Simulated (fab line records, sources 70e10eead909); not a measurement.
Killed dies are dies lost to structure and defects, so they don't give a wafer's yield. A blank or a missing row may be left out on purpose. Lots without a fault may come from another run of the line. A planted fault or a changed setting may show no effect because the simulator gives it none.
Chamber matching | flow nand_harc | NHARC_P_M0_PRE_CLEAN_31 on pecvd-02: 3 sister chambers
The step time 12 s. 20 wafers are shown with their chamber, then 10 later ones without.

WAFERS WITH THEIR CHAMBER
wafer  | chamber | heater_power_w (W)
L075.4 | 2       | 590
L075.5 | 0       | 675
L075.6 | 1       | 615
L077.3 | 1       | 639
L077.5 | 1       | 646
L077.6 | 0       | 643
L082.3 | 0       | 705
L082.4 | 2       | 611
L082.5 | 0       | 704
L081.1 | 1       | 657
L081.4 | 0       | 643
L081.5 | 1       | 674
L085.1 | 0       | 626
L085.2 | 2       | 671
L085.3 | 1       | 642
L088.1 | 1       | 614
L088.3 | 2       | 669
L088.5 | 1       | 635
L090.2 | 1       | 600
L090.3 | 0       | 689

SIGNATURES (means of the wafers above)
reading        | chamber 0 | chamber 1 | chamber 2 | scatter within a chamber
heater_power_w | 669.29    | 635.78    | 635.25    | 30.2
Rule: a wafer's distance from a chamber is the root of the sum, over the readings, of the square of ((its reading less the chamber's mean) divided by the reading's scatter). The wafer belongs to the nearest chamber; if the next one is less than 2 further off, it can't be placed. The scatter: the root of (the sum of the squares of (reading less its chamber's mean) over the shown wafers, divided by (wafers less chambers)).

WAFERS WITHOUT THEIR CHAMBER
wafer  | heater_power_w (W)
L090.6 | 688
L089.1 | 685
L089.4 | 628
L089.5 | 665
L092.3 | 665
L092.5 | 654
L092.6 | 666
L096.3 | 707
L096.5 | 630
L096.6 | 643

WHICH CHAMBER EACH WENT THROUGH
wafer  | from the rows above          | in truth
L090.6 | can't be placed: 0 or 1 or 2 | 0
L089.1 | can't be placed: 0 or 1 or 2 | 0
L089.4 | can't be placed: 2 or 1 or 0 | 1
L089.5 | can't be placed: 0 or 1 or 2 | 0
L092.3 | can't be placed: 0 or 1 or 2 | 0
L092.5 | can't be placed: 0 or 1 or 2 | 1
L092.6 | can't be placed: 0 or 1 or 2 | 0
L096.3 | can't be placed: 0 or 1 or 2 | 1
L096.5 | can't be placed: 2 or 1 or 0 | 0
L096.6 | can't be placed: 1 or 2 or 0 | 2
Placed correctly: 0 of 10. Can't be placed from these rows: 10 (the true chamber is among the candidates in 10). Placed wrongly: 0.
